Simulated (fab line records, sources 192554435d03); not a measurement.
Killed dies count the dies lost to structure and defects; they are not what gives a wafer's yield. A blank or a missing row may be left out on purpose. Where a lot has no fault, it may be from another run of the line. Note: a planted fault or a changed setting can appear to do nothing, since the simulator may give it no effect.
The tool behind it: which one? + flow n5_finfet + Sampling: 24 lots, 72 wafers, 6 of 1938 route steps

WHAT EACH GAUGE READ, for each wafer
N5_BEOL_M9_OCD_MEAS_38. Usual: trench_depth_nm at 151 nm, with a standard deviation of 3.
| lot  | measured     | on     | trench_depth_nm (nm) | flag |
|------|--------------|--------|----------------------|------|
| L074 | day 9 18:54  | ocd-01 | 150 151 151          |      |
| L075 | day 9 22:43  | ocd-02 | 154 146 155          |      |
| L076 | day 10 05:00 | ocd-01 | 157 150 152          |      |
| L077 | day 10 09:02 | ocd-02 | 148 156 151          |      |
| L078 | day 10 15:06 | ocd-02 | 151 148 152          |      |
| L079 | day 10 15:32 | ocd-01 | 151 151 158          |      |
| L081 | day 11 09:01 | ocd-01 | 146 148 153          |      |
| L080 | day 11 09:32 | ocd-01 | 146 154 152          |      |
| L082 | day 11 18:53 | ocd-01 | 150 148 148          |      |
| L084 | day 12 05:32 | ocd-01 | 150 156 149          |      |
| L083 | day 12 05:58 | ocd-02 | 148 147 148          |      |
| L086 | day 12 11:51 | ocd-02 | 150 146 153          |      |
| L085 | day 12 20:16 | ocd-02 | 153 154 148          |      |
| L087 | day 13 12:04 | ocd-01 | 150 146 150          |      |
| L090 | day 13 21:19 | ocd-01 | 152 149 151          |      |
| L088 | day 13 21:21 | ocd-02 | 156 150 147          |      |
| L091 | day 13 23:42 | ocd-01 | 151 152 151          |      |
| L089 | day 13 23:44 | ocd-01 | 150 148 150          |      |
| L093 | day 14 21:28 | ocd-02 | 153 149 148          |      |
| L094 | day 14 21:42 | ocd-01 | 151 151 157          |      |
| L092 | day 14 22:20 | ocd-02 | 157 152 152          |      |
| L095 | day 15 09:10 | ocd-02 | 147 154 148          |      |
| L096 | day 16 03:23 | ocd-01 | 147 155 157          |      |
| L097 | day 16 03:42 | ocd-01 | 152 153 152          |      |

N5_BEOL_M10_CD_MEAS_18: pitch 140 nm, target cd 70 nm. Usual: cd_nm at 70.2 nm, with a standard deviation of 0.61.
| lot  | measured     | on        | cd_nm (nm)     | flag |
|------|--------------|-----------|----------------|------|
| L074 | day 10 00:26 | cd_sem-01 | 70.3 70.0 69.8 |      |
| L075 | day 10 07:24 | cd_sem-02 | 69.0 70.1 70.0 |      |
| L076 | day 10 10:37 | cd_sem-03 | 70.6 70.7 69.9 |      |
| L077 | day 10 13:32 | cd_sem-03 | 70.6 70.4 70.8 |      |
| L078 | day 10 19:46 | cd_sem-02 | 70.4 70.2 70.4 |      |
| L079 | day 10 23:20 | cd_sem-01 | 69.3 69.6 69.8 |      |
| L081 | day 11 13:35 | cd_sem-03 | 70.4 69.7 70.7 |      |
| L080 | day 11 16:41 | cd_sem-03 | 70.0 68.9 69.1 |      |
| L082 | day 12 01:37 | cd_sem-01 | 70.3 70.1 69.8 |      |
| L084 | day 12 13:16 | cd_sem-01 | 70.4 70.5 70.4 |      |
| L083 | day 12 13:28 | cd_sem-03 | 69.9 69.6 70.2 |      |
| L086 | day 12 20:37 | cd_sem-01 | 70.1 70.1 69.7 |      |
| L085 | day 13 02:36 | cd_sem-01 | 70.7 71.0 70.2 |      |
| L087 | day 13 17:50 | cd_sem-02 | 68.8 70.0 70.8 |      |
| L090 | day 14 01:49 | cd_sem-02 | 70.1 70.4 71.3 |      |
| L088 | day 14 02:46 | cd_sem-03 | 69.8 70.4 70.1 |      |
| L091 | day 14 05:40 | cd_sem-02 | 70.8 70.9 70.4 |      |
| L089 | day 14 05:58 | cd_sem-02 | 69.9 69.4 69.5 |      |
| L093 | day 15 04:04 | cd_sem-02 | 70.6 70.3 70.9 |      |
| L094 | day 15 04:12 | cd_sem-03 | 69.7 69.2 69.6 |      |
| L092 | day 15 04:20 | cd_sem-01 | 70.6 71.4 71.7 |      |
| L095 | day 15 16:10 | cd_sem-01 | 70.5 69.9 71.0 |      |
| L096 | day 16 11:02 | cd_sem-03 | 69.5 69.1 68.7 |      |
| L097 | day 16 11:25 | cd_sem-01 | 70.5 70.1 69.7 |      |

N5_BEOL_M10_OVL_MEAS_29. Usual: V9_OVL typically reads -0.3 nm, with standard deviation 0.69.
| lot  | measured     | on         | V9_OVL (nm)    | flag |
|------|--------------|------------|----------------|------|
| L074 | day 10 01:40 | overlay-01 | -1.4 -0.4 -0.8 |      |
| L075 | day 10 08:57 | overlay-02 | -0.3 -0.7 0.1  |      |
| L076 | day 10 10:56 | overlay-02 | 0.8 0.6 0.7    |      |
| L077 | day 10 14:26 | overlay-01 | -0.3 0.9 0.9   |      |
| L078 | day 10 22:02 | overlay-02 | -0.7 -0.7 0.2  |      |
| L079 | day 10 23:46 | overlay-01 | -0.6 -1.0 -1.7 |      |
| L081 | day 11 14:52 | overlay-02 | -0.5 -0.3 -0.1 |      |
| L080 | day 11 18:27 | overlay-02 | 1.2 0.3 0.6    |      |
| L082 | day 12 04:44 | overlay-02 | -1.0 -0.6 -0.5 |      |
| L084 | day 12 17:59 | overlay-02 | 0.1 0.8 -0.3   |      |
| L083 | day 12 18:10 | overlay-01 | 1.0 0.8 0.5    |      |
| L086 | day 12 21:37 | overlay-01 | 0.1 0.2 -0.2   |      |
| L085 | day 13 03:41 | overlay-02 | 0.1 -0.4 0.4   |      |
| L087 | day 13 18:16 | overlay-02 | -0.3 -0.4 1.0  |      |
| L090 | day 14 04:04 | overlay-01 | -0.9 -2.1 -1.6 |      |
| L088 | day 14 04:14 | overlay-02 | 0.2 0.0 0.6    |      |
| L091 | day 14 10:10 | overlay-02 | 0.5 0.2 0.0    |      |
| L089 | day 14 10:22 | overlay-01 | -1.1 -1.8 0.1  |      |
| L093 | day 15 04:29 | overlay-02 | -0.8 -0.9 -0.9 |      |
| L094 | day 15 04:59 | overlay-01 | -0.3 0.3 0.7   |      |
| L092 | day 15 04:48 | overlay-01 | -0.9 -1.7 -0.3 |      |
| L095 | day 15 17:40 | overlay-02 | -0.1 0.1 0.3   |      |
| L096 | day 16 12:34 | overlay-01 | -0.4 -0.1 0.0  |      |
| L097 | day 16 12:13 | overlay-01 | 0.5 0.1 -0.3   |      |

EACH LOT AND THE TOOL THAT RAN IT (in order: tool; ch and the chambers of the sampled wafers; start)
| lot  | N5_BEOL_M9_ETCH_76                 | N5_BEOL_M9_STRIP_36                | N5_BEOL_M10_STRIP_67               |
|------|------------------------------------|------------------------------------|------------------------------------|
| L074 | rie_diel-01 ch 1,3, day 9 18:28    | rie_diel-01 ch 1,3, day 9 18:41    | rie_diel-06 ch 0,2, day 10 00:13   |
| L075 | rie_diel-03 ch 0,1,2, day 9 22:17  | rie_diel-03 ch 0,1,2, day 9 22:29  | rie_diel-06 ch 1,2,3, day 10 07:08 |
| L076 | rie_diel-04 ch 0,1,3, day 10 04:35 | rie_diel-04 ch 0,1,3, day 10 04:47 | rie_diel-06 ch 2,3, day 10 10:23   |
| L077 | rie_diel-04 ch 0,2,3, day 10 08:37 | rie_diel-04 ch 0,2,3, day 10 08:49 | rie_diel-06 ch 0,2,3, day 10 13:19 |
| L078 | rie_diel-01 ch 0,1,3, day 10 14:41 | rie_diel-01 ch 0,1,3, day 10 14:53 | rie_diel-02 ch 1,2,3, day 10 19:30 |
| L079 | rie_diel-01 ch 1,2,3, day 10 15:07 | rie_diel-01 ch 1,2,3, day 10 15:19 | rie_diel-05 ch 1,2,3, day 10 23:07 |
| L081 | rie_diel-03 ch 1,2,3, day 11 08:35 | rie_diel-03 ch 1,2,3, day 11 08:48 | rie_diel-06 ch 0,2,3, day 11 13:21 |
| L080 | rie_diel-04 ch 0,3, day 11 09:07   | rie_diel-04 ch 0,3, day 11 09:19   | rie_diel-02 ch 0,1,2, day 11 16:27 |
| L082 | rie_diel-04 ch 1,3, day 11 18:28   | rie_diel-04 ch 1,3, day 11 18:40   | rie_diel-05 ch 1,2, day 12 01:22   |
| L084 | rie_diel-04 ch 0,1, day 12 05:07   | rie_diel-04 ch 0,1, day 12 05:19   | rie_diel-06 ch 1,2, day 12 13:02   |
| L083 | rie_diel-04 ch 1,2,3, day 12 05:32 | rie_diel-04 ch 1,2,3, day 12 05:45 | rie_diel-02 ch 0,3, day 12 13:15   |
| L086 | rie_diel-04 ch 0,1,3, day 12 11:26 | rie_diel-04 ch 0,1,3, day 12 11:38 | rie_diel-05 ch 0,1, day 12 20:20   |
| L085 | rie_diel-04 ch 0,1, day 12 19:51   | rie_diel-04 ch 0,1, day 12 20:04   | rie_diel-06 ch 1,2,3, day 13 02:23 |
| L087 | rie_diel-03 ch 0,2,3, day 13 11:38 | rie_diel-03 ch 0,2,3, day 13 11:50 | rie_diel-05 ch 0,1,2, day 13 17:37 |
| L090 | rie_diel-01 ch 0,1,3, day 13 20:53 | rie_diel-01 ch 0,1,3, day 13 21:05 | rie_diel-06 ch 2,3, day 14 01:22   |
| L088 | rie_diel-04 ch 0,1,3, day 13 20:55 | rie_diel-04 ch 0,1,3, day 13 21:08 | rie_diel-05 ch 0,1,3, day 14 02:32 |
| L091 | rie_diel-03 ch 0,2, day 13 23:17   | rie_diel-03 ch 0,2, day 13 23:29   | rie_diel-06 ch 0,2,3, day 14 05:25 |
| L089 | rie_diel-04 ch 1,2, day 13 23:19   | rie_diel-04 ch 1,2, day 13 23:31   | rie_diel-02 ch 0,1,2, day 14 05:38 |
| L093 | rie_diel-04 ch 0,2,3, day 14 21:02 | rie_diel-04 ch 0,2,3, day 14 21:15 | rie_diel-02 ch 1,2, day 15 03:46   |
| L094 | rie_diel-01 ch 0,2,3, day 14 21:17 | rie_diel-01 ch 0,2,3, day 14 21:29 | rie_diel-05 ch 0,1, day 15 03:59   |
| L092 | rie_diel-01 ch 0,2,3, day 14 21:55 | rie_diel-01 ch 0,2,3, day 14 22:07 | rie_diel-06 ch 0,1,2, day 15 04:01 |
| L095 | rie_diel-04 ch 0,2,3, day 15 08:44 | rie_diel-04 ch 0,2,3, day 15 08:57 | rie_diel-06 ch 0,1,3, day 15 15:49 |
| L096 | rie_diel-04 ch 0,3, day 16 02:57   | rie_diel-04 ch 0,3, day 16 03:10   | rie_diel-02 ch 1,3, day 16 10:44   |
| L097 | rie_diel-03 ch 1,2,3, day 16 03:16 | rie_diel-03 ch 1,2,3, day 16 03:29 | rie_diel-05 ch 0,1,2, day 16 11:04 |
- N5_BEOL_M9_ETCH_76: etches underlayer in N2/H2, target depth 6.5 nm, time 5.2 s.
- N5_BEOL_M9_STRIP_36: strips in N2/H2.
- N5_BEOL_M10_STRIP_67: strips in CF4.

WHAT THE TOOLS THEMSELVES READ (means of the sampled wafers that have a number; where no wafer has one, the mark that the record gives instead)
N5_BEOL_M9_ETCH_76. Usual: for drypump_motor_current_A, 5.9 A with a standard deviation of 0.58; for etch_rf_on_time_s, 5.22 s with a standard deviation of 0.11; for n2_flow_sccm, 200.0 sccm with a standard deviation of 0.69; for oes_product_au, 0.69 a.u. with a standard deviation of 0.071; for rf_vpp_V, 523.8 V with a standard deviation of 2.4; for showerhead_plenum_p_Torr, 2.54 Torr with a standard deviation of 0.075; for throttle_valve_pct, 17.90 % with a standard deviation of 0.26.
| lot  | tool        | drypump_motor_current_A (A) | etch_rf_on_time_s (s) | n2_flow_sccm (sccm) | oes_product_au (a.u.) | rf_vpp_V (V) | showerhead_plenum_p_Torr (Torr) | throttle_valve_pct (%) | flag |
|------|-------------|-----------------------------|-----------------------|---------------------|-----------------------|--------------|---------------------------------|------------------------|------|
| L074 | rie_diel-01 | 6.0                         | 5.23                  | 199.5               | 0.69                  | 521.6        | 2.49                            | 17.87                  |      |
| L075 | rie_diel-03 | 5.3                         | 5.20                  | 200.5               | 0.65                  | 522.3        | 2.50                            | 17.71                  |      |
| L076 | rie_diel-04 | 6.3                         | 5.23                  | 200.2               | 0.70                  | 523.6        | 2.53                            | 18.04                  |      |
| L077 | rie_diel-04 | 6.0                         | 5.24                  | 199.6               | 0.71                  | 523.5        | 2.55                            | 18.11                  |      |
| L078 | rie_diel-01 | 5.4                         | 5.16                  | 199.4               | 0.69                  | 524.1        | 2.52                            | 17.84                  |      |
| L079 | rie_diel-01 | 5.9                         | 5.15                  | 200.2               | 0.71                  | 522.7        | 2.50                            | 17.83                  |      |
| L081 | rie_diel-03 | 5.7                         | 5.26                  | 200.7               | 0.60                  | 522.8        | 2.51                            | 17.86                  |      |
| L080 | rie_diel-04 | 6.0                         | 5.18                  | 200.0               | 0.73                  | 523.6        | 2.55                            | 18.11                  |      |
| L082 | rie_diel-04 | 6.6                         | 5.32                  | 199.8               | 0.61                  | 521.7        | 2.46                            | 18.10                  |      |
| L084 | rie_diel-04 | 6.2                         | 5.21                  | 200.5               | 0.70                  | 525.2        | 2.56                            | 17.93                  |      |
| L083 | rie_diel-04 | 6.3                         | 5.29                  | 199.6               | 0.65                  | 523.4        | 2.52                            | 18.07                  |      |
| L086 | rie_diel-04 | 6.3                         | 5.18                  | 200.0               | 0.68                  | 524.1        | 2.52                            | 18.05                  |      |
| L085 | rie_diel-04 | 6.1                         | 5.14                  | 199.3               | 0.73                  | 525.6        | 2.59                            | 18.01                  |      |
| L087 | rie_diel-03 | 5.6                         | 5.23                  | 199.4               | 0.70                  | 526.4        | 2.62                            | 17.61                  |      |
| L090 | rie_diel-01 | 5.5                         | 5.22                  | 200.4               | 0.66                  | 522.8        | 2.51                            | 17.88                  |      |
| L088 | rie_diel-04 | 6.3                         | 5.25                  | 200.6               | 0.66                  | 522.1        | 2.51                            | 18.06                  |      |
| L091 | rie_diel-03 | 5.3                         | 5.28                  | 199.2               | 0.75                  | 527.5        | 2.65                            | 17.54                  |      |
| L089 | rie_diel-04 | 6.2                         | 5.29                  | 199.6               | 0.66                  | 525.1        | 2.55                            | 17.97                  |      |
| L093 | rie_diel-04 | 6.0                         | 5.25                  | 199.9               | 0.68                  | 523.4        | 2.54                            | 18.16                  |      |
| L094 | rie_diel-01 | 5.8                         | 5.20                  | 200.2               | 0.72                  | 523.2        | 2.50                            | 17.67                  |      |
| L092 | rie_diel-01 | 5.8                         | 5.16                  | 200.3               | 0.71                  | 523.5        | 2.50                            | 17.65                  |      |
| L095 | rie_diel-04 | 6.0                         | 5.29                  | 199.2               | 0.67                  | 522.9        | 2.53                            | 18.17                  |      |
| L096 | rie_diel-04 | 6.0                         | 5.14                  | 199.9               | 0.69                  | 521.8        | 2.54                            | 18.18                  |      |
| L097 | rie_diel-03 | 5.7                         | 5.16                  | 200.2               | 0.74                  | 525.7        | 2.60                            | 17.57                  |      |

N5_BEOL_M9_STRIP_36. Usual: drypump_motor_current_A 5.9 A, standard deviation 0.58; n2_flow_sccm 200.1 sccm, standard deviation 0.61; oes_product_au 0.81 a.u., standard deviation 0.086; rf_vpp_V 59.3 V, standard deviation 1.4; showerhead_plenum_p_Torr 2.54 Torr, standard deviation 0.075; throttle_valve_pct 23.7 %, standard deviation 0.32.
| lot  | tool        | drypump_motor_current_A (A) | n2_flow_sccm (sccm) | oes_product_au (a.u.) | rf_vpp_V (V) | showerhead_plenum_p_Torr (Torr) | throttle_valve_pct (%) | flag |
|------|-------------|-----------------------------|---------------------|-----------------------|--------------|---------------------------------|------------------------|------|
| L074 | rie_diel-01 | 6.0                         | 200.0               | 0.82                  | 59.5         | 2.49                            | 23.6                   |      |
| L075 | rie_diel-03 | 5.3                         | 199.8               | 0.76                  | 59.2         | 2.50                            | 23.5                   |      |
| L076 | rie_diel-04 | 6.3                         | 200.5               | 0.83                  | 59.0         | 2.52                            | 23.8                   |      |
| L077 | rie_diel-04 | 6.1                         | 200.1               | 0.85                  | 59.4         | 2.54                            | 24.0                   |      |
| L078 | rie_diel-01 | 5.5                         | 199.7               | 0.81                  | 59.7         | 2.51                            | 23.6                   |      |
| L079 | rie_diel-01 | 5.9                         | 200.6               | 0.83                  | 59.6         | 2.49                            | 23.6                   |      |
| L081 | rie_diel-03 | 5.7                         | 200.0               | 0.70                  | 59.8         | 2.51                            | 23.6                   |      |
| L080 | rie_diel-04 | 6.0                         | 199.9               | 0.85                  | 59.6         | 2.55                            | 23.9                   |      |
| L082 | rie_diel-04 | 6.6                         | 200.1               | 0.72                  | 59.3         | 2.46                            | 23.8                   |      |
| L084 | rie_diel-04 | 6.3                         | 199.9               | 0.83                  | 60.9         | 2.56                            | 23.8                   |      |
| L083 | rie_diel-04 | 6.3                         | 200.0               | 0.77                  | 61.5         | 2.51                            | 23.9                   |      |
| L086 | rie_diel-04 | 6.3                         | 200.0               | 0.79                  | 58.4         | 2.51                            | 23.8                   |      |
| L085 | rie_diel-04 | 6.0                         | 199.7               | 0.87                  | 59.3         | 2.58                            | 23.8                   |      |
| L087 | rie_diel-03 | 5.6                         | 199.9               | 0.83                  | 58.0         | 2.62                            | 23.2                   |      |
| L090 | rie_diel-01 | 5.4                         | 199.8               | 0.78                  | 60.0         | 2.51                            | 23.7                   |      |
| L088 | rie_diel-04 | 6.3                         | 199.9               | 0.79                  | 58.5         | 2.51                            | 23.8                   |      |
| L091 | rie_diel-03 | 5.3                         | 200.3               | 0.88                  | 59.7         | 2.65                            | 23.3                   |      |
| L089 | rie_diel-04 | 6.2                         | 200.7               | 0.79                  | 59.6         | 2.55                            | 23.9                   |      |
| L093 | rie_diel-04 | 6.0                         | 199.7               | 0.78                  | 59.2         | 2.53                            | 24.1                   |      |
| L094 | rie_diel-01 | 5.7                         | 200.3               | 0.85                  | 59.3         | 2.50                            | 23.4                   |      |
| L092 | rie_diel-01 | 5.8                         | 200.2               | 0.85                  | 59.6         | 2.50                            | 23.4                   |      |
| L095 | rie_diel-04 | 6.0                         | 199.3               | 0.79                  | 58.1         | 2.53                            | 24.0                   |      |
| L096 | rie_diel-04 | 6.0                         | 200.8               | 0.81                  | 59.5         | 2.53                            | 24.0                   |      |
| L097 | rie_diel-03 | 5.7                         | 199.7               | 0.86                  | 60.1         | 2.60                            | 23.3                   |      |

N5_BEOL_M10_STRIP_67. Usual: drypump_motor_current_A 5.9 A, standard deviation 0.57; oes_product_au 0.81 a.u., standard deviation 0.084; rf_vpp_V 270.9 V, standard deviation 1.7; showerhead_plenum_p_Torr 1.78 Torr, standard deviation 0.062; throttle_valve_pct 13.52 %, standard deviation 0.26.
| lot  | tool        | drypump_motor_current_A (A) | oes_product_au (a.u.) | rf_vpp_V (V) | showerhead_plenum_p_Torr (Torr) | throttle_valve_pct (%) | flag |
|------|-------------|-----------------------------|-----------------------|--------------|---------------------------------|------------------------|------|
| L074 | rie_diel-06 | 5.8                         | 0.83                  | 270.0        | 1.75                            | 13.69                  |      |
| L075 | rie_diel-06 | 6.2                         | 0.84                  | 272.3        | 1.84                            | 13.48                  |      |
| L076 | rie_diel-06 | 6.4                         | 0.77                  | 270.9        | 1.82                            | 13.69                  |      |
| L077 | rie_diel-06 | 5.8                         | 0.77                  | 270.2        | 1.77                            | 13.78                  |      |
| L078 | rie_diel-02 | 5.9                         | 0.77                  | 270.4        | 1.76                            | 13.56                  |      |
| L079 | rie_diel-05 | 5.9                         | 0.79                  | 270.0        | 1.76                            | 13.42                  |      |
| L081 | rie_diel-06 | 5.9                         | 0.76                  | 271.6        | 1.77                            | 13.80                  |      |
| L080 | rie_diel-02 | 5.6                         | 0.81                  | 269.8        | 1.74                            | 13.39                  |      |
| L082 | rie_diel-05 | 6.4                         | 0.80                  | 270.7        | 1.76                            | 13.58                  |      |
| L084 | rie_diel-06 | 6.0                         | 0.88                  | 272.6        | 1.86                            | 13.34                  |      |
| L083 | rie_diel-02 | 5.7                         | 0.92                  | 270.4        | 1.77                            | 13.39                  |      |
| L086 | rie_diel-05 | 6.3                         | 0.82                  | 270.1        | 1.74                            | 13.49                  |      |
| L085 | rie_diel-06 | 6.2                         | 0.82                  | 272.2        | 1.84                            | 13.54                  |      |
| L087 | rie_diel-05 | 6.3                         | 0.75                  | 270.8        | 1.74                            | 13.62                  |      |
| L090 | rie_diel-06 | 6.4                         | 0.75                  | 271.8        | 1.81                            | 13.76                  |      |
| L088 | rie_diel-05 | 5.7                         | 0.78                  | 270.3        | 1.73                            | 13.39                  |      |
| L091 | rie_diel-06 | 5.9                         | 0.84                  | 272.1        | 1.83                            | 13.63                  |      |
| L089 | rie_diel-02 | 5.6                         | 0.78                  | 269.6        | 1.74                            | 13.43                  |      |
| L093 | rie_diel-02 | 5.8                         | 0.77                  | 269.6        | 1.74                            | 13.38                  |      |
| L094 | rie_diel-05 | 6.2                         | 0.79                  | 269.7        | 1.74                            | 13.53                  |      |
| L092 | rie_diel-06 | 5.7                         | 0.87                  | 272.4        | 1.85                            | 13.46                  |      |
| L095 | rie_diel-06 | 5.7                         | 0.82                  | 273.4        | 1.87                            | 13.55                  |      |
| L096 | rie_diel-02 | 5.8                         | 0.85                  | 269.8        | 1.76                            | 13.38                  |      |
| L097 | rie_diel-05 | 6.3                         | 0.82                  | 270.1        | 1.74                            | 13.47                  |      |

THE ANSWER, worked out from the rows above alone
Rule: a lot is off if the mean of its wafers that have a number lies more than 3 standard deviations from the usual mean. Also off: a lot with no number at a reading for which 4 or more lots have one. All remaining lots with rows at the step are treated as sound. First the gauges in route order, then the tools' own readings, where a lot's mean is used as printed above. The first step at which some lot is off is used, and at that step the reading that is off furthest; a lot without a number counts as furthest.
No lot is off on any of the readings shown, so nothing can be concluded from this.

WHAT THE SIMULATOR PUT IN
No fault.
